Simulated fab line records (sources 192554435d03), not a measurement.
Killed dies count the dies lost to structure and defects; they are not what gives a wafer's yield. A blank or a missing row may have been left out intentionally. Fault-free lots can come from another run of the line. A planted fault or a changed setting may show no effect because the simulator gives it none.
fab line records    flow n5Finfet    part 2 of 2: steps 24 to 31 of 31
record: lots: 5  wafers: 15  lastDay: 17
route steps=1938 shown DUMMY_GATE@255 SPACER0@258 SD_EPI_N@262
lots that met no fault: taken from a fault-free run of the same line
startH: the number of hours between the record's first day and the start of the first shown wafer of the lot    waitH: how many hours have passed since the lot's step before this one    " same as the row above    L1.1+2: one row covering several wafers at once    - value missing, or start not given    * or withheld: withheld    < > ~ a bound
route shown NAME@n: NAME is a module with steps in the file, n the number in the route of the first one    usual: average and standard deviation across the fault-free wafers    same: alike in all rows    chamber/n: place in a boat    sites: readings site by site    _std_site: standard deviation across them    _edge_site: mean of outer sites minus mean of inner sites    radiusMm: how far each site lies from the wafer's centre    mask NAME#n: copy n    behind: the tool/chamber that last shaped the wafer    hold: the reason the lot was held/the length of the hold in hours/how it ended    device: the n, p or np transistor that did not switch    end of line: the route-end tests of the same wafers    a step with no rows: only its recipe    killed: the dies lost at the first sort to structure and to defects; this is not the yield of the wafer    map: per-die view of a wafer (x killed, . not killed, _ where there is no die)
set.NAME: the setting as run; set.NAME@STEP: as run at that earlier step    model.NAME: the simulator's own value behind a step, which no gauge read
certain route steps with their lots: each step a table, each wafer a row
services: a tool's chamber out of use, with start hour (startH, from the record's first day; less than 0 if before it), hours out, and reason
== steps ==
step: N5_SD_EPI_N_ETCH_45
recipe: chemistry: CH3F/O2  target: SiOCN  targetDepthA: 60  maskMaterial: SOC  ionEnergyEv: 60  biasW: 29  pressureMtorr: 15  sourceW: 410  Ar_flow_sccm: 150  CH3F_flow_sccm: 30  O2_flow_sccm: 20
usual: chamberPressureMTorr: 15.002/0.014  drypumpMotorCurrentA: 5.4/0.55  oesProductAu: 0.74/0.078  rfVppV: 127.2/1  showerheadPlenumPTorr: 1.96/0.064  throttleValvePct: 23.3/0.3
lot.wafer  tool        chamber  startH  waitH  chamberPressureMTorr  drypumpMotorCurrentA  oesProductAu  rfHoursCounterH  rfVppV  showerheadPlenumPTorr  throttleValvePct
L075.1     rieDiel-04  1        54.92   0.1    15.018                5.4                   0.69          211              127.6   1.87                   23.0
L075.3     "           3        "       "      15.008                4.8                   0.73          153              128.1   2.09                   23.7
L075.5     "           2        "       "      15.002                5.3                   0.74          -                127.6   1.91                   23.0
L081.1     rieDiel-01  2        92.02   0.1    14.993                6.3                   0.67          218              126.8   1.96                   23.3
L081.3     "           3        "       "      15.007                4.9                   0.69          219              125.6   1.95                   22.9
L081.5     "           1        "       "      14.991                4.7                   0.75          -                127.5   2.07                   23.5
L085.2     rieDiel-01  2        114.66  0.1    14.995                6.3                   0.67          222              125.6   1.96                   23.3
L085.4     "           3        "       "      14.985                4.9                   0.69          225              128.5   1.95                   22.9
L085.5     "           3        "       "      14.998                4.9                   0.68          -                125.9   1.95                   22.9
L089.1     rieDiel-04  2        140.22  0.1    15.015                5.3                   0.73          176              126.6   1.90                   23.1
L089.3     "           1        "       "      15.008                5.4                   0.66          243              125.7   1.86                   23.0
L089.4     "           3        "       "      14.993                4.9                   0.71          185              127.5   2.08                   23.8
L097.3     rieDiel-05  0        186.90  0.1    14.998                6.0                   0.93          14               128.9   1.94                   22.8
L097.4     "           3        "       "      15.007                4.9                   0.72          189              126.7   1.91                   23.5
L097.5     "           1        "       "      15.004                6.4                   0.73          -                126.6   1.91                   23.5
step: N5_SD_EPI_N_ETCH_16
recipe: chemistry: CHF3/O2  target: SiO2  targetDepthA: 50  maskMaterial: SOC  pressureMtorr: 30  sourceW: 650  biasW: 170  Ar_flow_sccm: 200  CHF3_flow_sccm: 50  O2_flow_sccm: 5  ionEnergyEv: 200
usual: chamberPressureMTorr: 30.000/0.03  drypumpMotorCurrentA: 5.4/0.55  oesProductAu: 0.74/0.077  rfVppV: 526/15  showerheadPlenumPTorr: 2.38/0.075  throttleValvePct: 18.88/0.26
lot.wafer  tool        chamber  startH  waitH  chamberPressureMTorr  drypumpMotorCurrentA  oesProductAu  rfHoursCounterH  rfVppV  showerheadPlenumPTorr  throttleValvePct
L075.1     rieDiel-04  1        55.02   0.1    29.975                5.3                   0.69          211              535     2.27                   18.77
L075.3     "           3        "       "      29.980                4.8                   0.73          153              555     2.52                   19.17
L075.5     "           2        "       "      30.008                5.3                   0.74          -                507     2.32                   18.59
L081.1     rieDiel-01  2        92.12   0.1    30.000                6.3                   0.67          218              509     2.37                   18.95
L081.3     "           3        "       "      30.007                4.9                   0.69          219              528     2.36                   18.62
L081.5     "           1        "       "      30.046                4.7                   0.75          -                507     2.51                   19.05
L085.2     rieDiel-01  2        114.76  0.1    29.942                6.3                   0.67          222              511     2.37                   18.98
L085.4     "           3        "       "      29.963                4.9                   0.68          225              529     2.35                   18.63
L085.5     "           3        "       "      29.941                4.8                   0.69          -                530     2.36                   18.63
L089.1     rieDiel-04  2        140.32  0.1    29.987                5.3                   0.72          176              509     2.30                   18.63
L089.3     "           1        "       "      30.011                5.4                   0.67          243              534     2.26                   18.81
L089.4     "           3        "       "      30.028                4.9                   0.70          185              554     2.51                   19.22
L097.3     rieDiel-05  0        187.00  0.1    29.966                6.0                   0.93          14               531     2.35                   18.43
L097.4     "           3        "       "      29.999                4.9                   0.73          189              502     2.31                   19.05
L097.5     "           1        "       "      30.001                6.4                   0.73          -                530     2.32                   19.00
step: N5_SD_EPI_N_STRIP_47
recipe: chemistry: CHF3/O2  resist: SiARC  rfFrequencyHz: 6e+07
lot.wafer   tool        chamber  startH  waitH
L075.1+3+5  rieDiel-04  1,3,2    55.06   0.0
L081.1+3+5  rieDiel-01  2,3,1    92.16   0.0
L085.2+4+5  rieDiel-01  2,3,3    114.80  0.0
L089.1+3+4  rieDiel-04  2,1,3    140.36  0.0
L097.3+4+5  rieDiel-05  0,3,1    187.04  0.0
step: N5_SD_EPI_N_SD_RECESS_17
recipe: chemistry: HBr/Cl2/O2  targetDepthA: 410  maskMaterial: SOC  timeS: 23.7  btTimeS: 3  pressureMtorr: 10  icpW: 800  biasW: 112  HBr_flow_sccm: 150  Cl2_flow_sccm: 80  O2_flow_sccm: 12
usual: chamberPressureMTorr: 10.000/0.0082  drypumpMotorCurrentA: 5.9/0.34  oesProductAu: 1.005/0.012  throttleValvePct: 37.4/0.48
same: btTimeS: 3
lot.wafer  tool      chamber  startH  waitH  chamberPressureMTorr  drypumpMotorCurrentA  oesProductAu  rfHoursCounterH  throttleValvePct
L075.1     rieSi-03  2        55.09   0.0    9.999                 5.9                   1.005         152              36.7
L075.3     "         3        "       "      10.006                5.8                   0.984         116              37.5
L075.5     "         3        "       "      10.003                5.8                   0.974         -                37.5
L081.1     rieSi-03  3        92.19   0.0    9.997                 5.8                   0.985         116              37.5
L081.3     "         2        "       "      9.998                 5.8                   0.991         153              36.7
L081.5     "         3        "       "      10.006                5.8                   0.983         -                37.5
L085.2     rieSi-04  1        114.83  0.0    9.982                 5.9                   0.999         179              36.8
L085.4     "         3        "       "      9.994                 5.8                   1.002         15               37.2
L085.5     "         0        "       "      9.980                 6.4                   1.018         -                38.1
L089.1     rieSi-04  2        140.39  0.0    10.015                5.2                   0.997         3                37.4
L089.3     "         3        "       "      9.990                 5.8                   0.996         15               37.2
L089.4     "         0        "       "      10.002                6.4                   1.026         110              38.1
L097.3     rieSi-01  0        187.07  0.0    9.993                 5.9                   1.003         80               37.6
L097.4     "         1        "       "      10.001                6.0                   1.025         107              37.1
L097.5     "         0        "       "      9.992                 5.8                   0.998         -                37.6
step: N5_SD_EPI_N_STRIP_38
recipe: chemistry: N2/H2  powerW: 1000  tempC: 250  h2Frac: 0.65  overashFraction: 0.3  pressureMtorr: withheld  n2FlowSccm: 1750  h2FlowSccm: 3250
usual: drypumpMotorCurrentA: 5.4/0.39  heaterPowerW: 315/12  oesProductAu: 0.762/0.011
lot.wafer  tool            chamber  startH  waitH  drypumpMotorCurrentA  heaterPowerW  oesProductAu  rfHoursCounterH
L075.1     plasmaAsher-01  0        55.18   0.1    5.8                   313           0.749         37
L075.3     "               1        "       "      4.9                   298           0.773         -
L075.5     "               0        "       "      5.8                   316           0.765         -
L081.1     plasmaAsher-02  0        92.28   0.1    5.1                   328           0.756         92
L081.3     "               0        "       "      5.1                   330           0.766         -
L081.5     "               1        "       "      5.7                   307           0.758         -
L085.2     plasmaAsher-01  0        114.97  0.1    5.8                   307           0.770         47
L085.4     "               0        "       "      5.8                   304           0.759         -
L085.5     "               0        "       "      5.8                   311           0.764         -
L089.1     plasmaAsher-02  0        140.49  0.1    5.1                   319           0.757         101
L089.3     "               1        "       "      5.8                   312           0.762         -
L089.4     "               0        "       "      5.2                   329           0.762         -
L097.3     plasmaAsher-01  1        187.19  0.1    4.9                   306           0.759         -
L097.4     "               0        "       "      5.8                   305           0.775         -
L097.5     "               1        "       "      4.9                   305           0.769         -
step: N5_SD_EPI_N_WET_ETCH_43
recipe: chemistry: dHF  dilution: withheld  timeS: 14  target: SiO2  targetDepthA: 15  tempC: 25
lot.wafer   tool         chamber  startH  waitH
L075.1+3+5  wetBench-04  3,2,5    55.27   -
L081.1+3+5  wetBench-05  3,2,5    92.37   -
L085.2+4+5  wetBench-06  4,1,0    115.06  -
L089.1+3+4  wetBench-05  6,2,4    140.57  -
L097.3+4+5  wetBench-04  1,6,5    187.26  -
step: N5_SD_EPI_N_STRIP_18
recipe: chemistry: SPM  timeS: 750  tempC: 130  h2so4H2o2VolRatio: 4
lot.wafer   tool         chamber  startH  waitH
L075.1+3+5  wetBench-04  3,2,5    55.28   0.0
L081.1+3+5  wetBench-05  3,2,5    92.38   0.0
L085.2+4+5  wetBench-06  4,1,0    115.07  0.0
L089.1+3+4  wetBench-05  6,2,4    140.58  0.0
L097.3+4+5  wetBench-04  1,6,5    187.26  0.0
step: N5_SD_EPI_N_SRD_20
recipe: dry: ipaMarangoni  doPpb: 5  timeS: 30  tempC: 23  rinseLiquid: diw
lot.wafer   tool         chamber  startH  waitH
L075.1+3+5  wetBench-04  3,2,5    55.49   0.0
L081.1+3+5  wetBench-05  3,2,5    92.60   0.0
L085.2+4+5  wetBench-06  4,1,0    115.28  0.0
L089.1+3+4  wetBench-05  6,2,4    140.79  0.0
L097.3+4+5  wetBench-04  1,6,5    187.49  0.0
== services ==
tool            chamber  startH  hours  kind
rieDiel-05      1        39.10   2.4    repair
plasmaAsher-02  -        47.60   4.3    pm
rieSi-03        0        66.87   4.5    repair
rieDiel-05      -        71.46   0.8    repair
aldSin-01       0        80.20   20.4   repair
aldSin-04       -        85.70   14.0   pm
plasmaAsher-01  -        96.63   1.2    repair
arfiScanner-01  -        102.15  1.0    pm
rieDiel-01      -        102.19  4.3    pm
arfiScanner-01  -        103.34  6.0    pm
rieDiel-01      2        107.31  5.2    repair
wetBench-01     -        108.82  2.7    repair
arfiScanner-01  -        109.34  0.8    pm
rieSi-03        2        112.81  2.1    repair
rieDiel-05      2        120.99  4.6    repair
aldSin-03       0        126.03  3.6    repair
aldSin-01       1        129.96  14.0   repair
wetBench-04     -        138.86  4.6    repair
arfiScanner-01  -        144.53  1.3    pm
rieDiel-04      1        152.74  6.5    repair
aldSin-01       -        176.92  14.0   pm
rieSi-03        -        179.42  0.4    repair
arfiScanner-01  -        180.56  3.9    pm
aldSin-03       1        186.99  105.9  repair
